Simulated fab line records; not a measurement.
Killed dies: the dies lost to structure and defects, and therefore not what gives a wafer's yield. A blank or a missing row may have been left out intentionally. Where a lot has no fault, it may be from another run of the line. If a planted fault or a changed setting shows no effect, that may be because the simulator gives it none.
Lot-split experiment | flow n5 finfet | 21 wafers read from 7 lots, route of 1938 steps

THE SPLIT
At N5_HKMG_FIN_PEB_10 (peb time 60 s), the setting peb time s was moved away from the recipe's 60 s on 9 of the 21 wafers read, by -13.9% to +22.3%. For the rest of the wafers, this setting stayed at what the recipe calls for.

FROM THE SPLIT TO THE READING: what the file shows between them, 1 step
- N5_HKMG_FIN_DEVELOP_11: develop time 30 s (also split here: develop time s)

THE READING
cd nm (nm) at N5_HKMG_FIN_CD_MEAS_12, where the cd target is 92.8 nm. On this fab line, fault-free wafers typically give 93.0 nm with a standard deviation of 0.94 nm.

wafer  | tool, chamber at the split | peb time s as run, s | against the recipe | cd nm, nm | against lot-mates on the recipe
L074.4 | litho track-04, 0          | 60                   | recipe             | 91.6      | -
L074.5 | litho track-04, 0          | 51.65                | -13.9%             | 88.3      | -3.3
L074.6 | litho track-04, 0          | 51.65                | -13.9%             | 88.4      | -3.2
L075.2 | litho track-02, 0          | 60                   | recipe             | 92.7      | -
L075.3 | litho track-02, 0          | 53.81                | -10.3%             | 88.0      | -5.2
L075.4 | litho track-02, 0          | 60                   | recipe             | 93.7      | -
L084.3 | litho track-02, 0          | 60                   | recipe             | 92.3      | -
L084.5 | litho track-02, 0          | 60                   | recipe             | 93.4      | -
L084.6 | litho track-02, 0          | 60                   | recipe             | 91.1      | -
L088.1 | litho track-04, 0          | 60                   | recipe             | 92.2      | -
L088.3 | litho track-04, 0          | 73.36                | +22.3%             | 100.6     | +8.4
L088.5 | litho track-04, 0          | 73.36                | +22.3%             | 98.8      | +6.6
L091.1 | litho track-04, 0          | 66.99                | +11.6%             | 97.9      | +4.6
L091.2 | litho track-04, 0          | 60                   | recipe             | 93.3      | -
L091.5 | litho track-04, 0          | 66.99                | +11.6%             | 96.7      | +3.4
L093.1 | litho track-05, 0          | 60                   | recipe             | 93.8      | -
L093.2 | litho track-05, 0          | 72.97                | +21.6%             | 100.0     | +6.0
L093.5 | litho track-05, 0          | 60                   | recipe             | 94.2      | -
L097.4 | litho track-02, 0          | 60                   | recipe             | 93.2      | -
L097.5 | litho track-02, 0          | 71.94                | +19.9%             | 100.5     | +8.1
L097.6 | litho track-02, 0          | 60                   | recipe             | 91.6      | -

THE FIT
A straight line over all 21 wafers: cd nm changes by +0.342 nm for each +1% of peb time s; r = +0.97; the points scatter about the line by 0.96 nm.
The same after taking each lot's own level away (the mean of its wafers on the recipe; 21 wafers): +0.326 nm for each +1%; r = +0.97; scatter 0.95 nm.
Per that fit: largest peb time s move, reading shift of 7.3 nm.
From 91.60 to 94.00 nm: that is the span of the lots' own levels, equal to 2.6 times the standard deviation above.
Hence the lot-to-lot level has little effect on the slope; both slopes agree.
Check: for one of the wafers moved furthest among these (+22.3%), held out of the fit, the line's prediction against its lot-mates is +7.11 nm. It came out at +8.4 nm against them.

FURTHER SPLITS ON THESE WAFERS
Note: prior to the reading, these wafers also went through further splits. Each is held against what the fit with the lots' levels taken away leaves over:
other split on the same wafers        | wafers away from the commonest value | r with cd nm (lot level and that fit taken away)
N5_SD_EPI_N_EPI_21 temp c             | 7                                    | +0.12
N5_SDB_ALD_29 ald cycles              | 9                                    | +0.13
N5_DUMMY_REMOVAL_HM_STRIP_01 time s   | 4                                    | +0.31
N5_HKMG_FIN_DEVELOP_11 develop time s | 7                                    | +0.15

THE FILE'S OWN FIT
cd nm changes by +0.336 nm for each +1% of peb time s, r = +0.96.
